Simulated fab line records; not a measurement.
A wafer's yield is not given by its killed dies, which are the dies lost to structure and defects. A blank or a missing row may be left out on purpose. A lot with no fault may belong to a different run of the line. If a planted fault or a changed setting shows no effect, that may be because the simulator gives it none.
Struck lot and sound lot, side by side -- flow nand_harc -- 13 out of 1302 route steps
Sound: wafers L301.1, L301.3, L301.6. Struck: wafers L305.4, L305.5, L305.6. The cause is given at the end.
For every step that has rows: the tool of each side, followed by ch and its chambers, followed by its first start. Under that, the readings that differ: sound wafers -- struck wafers -- difference of the means -- sigmas: that difference in standard deviations of wafers without a fault.
alike: a reading whose means differ by less than 2 such deviations, as well as words and numbers matching on both sides. not compared: withheld readings; readings where some wafer has no value; bounds like >300 that might hide an equal value; numbers whose values overlap and for which the record gives no deviation.
A row with sigmas, a row that says differs or no value, or rows on one side alone: a step with any of these is where the two part. Numbers that don't overlap but have no deviation are shown without sigmas and don't part them. A reading missing from all wafers of one side parts the sides only when that side holds two or more wafers.

NHARC_P_M1_INSPECT_27:
  sound on defect_inspect-01, day 9 22:56; struck on defect_inspect-01, day 12 17:52
  alike: raw_defect_count
NHARC_P_M1_PRE_CLEAN_32: time 12 s.
  sound on pecvd-04 ch 0,1,2, day 9 23:01; struck on pecvd-02 ch 0,1,2, day 12 18:02
  alike: heater_power_w
  not compared: since_wet_clean_h
NHARC_P_M1_DEP_33: deposits SiCN, target thk 30 nm.
  sound on pecvd-04 ch 0,1,2, day 9 23:05; struck on pecvd-02 ch 0,1,2, day 12 18:11
  alike: heater_power_w
  not compared: since_wet_clean_h
then, 8 steps without rows for these wafers: NHARC_P_M2_DEP_00 (deposits SiOC, target thk 182.5 nm); NHARC_P_M2_DEHYDRATE_01 (time 120 s); NHARC_P_M2_HMDS_02 (time 30 s); NHARC_P_M2_COAT_34 (time 65 s); NHARC_P_M2_COAT_03 (resist thk 90 nm); NHARC_P_M2_SOFTBAKE_04 (time 55 s); NHARC_P_M2_EBR_05; NHARC_P_M2_EXPOSE_06 (exposes mask P M2, target cd 170 nm).
NHARC_P_M2_PEB_07: peb time 65 s.
  struck on litho_track-06, day 12 19:14; sound on litho_track-06 ch 0, day 10 00:08
  no value came back on the struck wafers for chill_plate_temp_C (C), exhaust_pa (Pa), peb_time_s (s); on the sound wafers chill_plate_temp_C (C) reads 23.34 23.26 23.31
then, 1 step without rows for these wafers: NHARC_P_M2_DEVELOP_08 (develop time 35 s).

WHERE THEY PART
Within this record, at NHARC_P_M2_PEB_07 only.

WHY: what had been put in by the simulator
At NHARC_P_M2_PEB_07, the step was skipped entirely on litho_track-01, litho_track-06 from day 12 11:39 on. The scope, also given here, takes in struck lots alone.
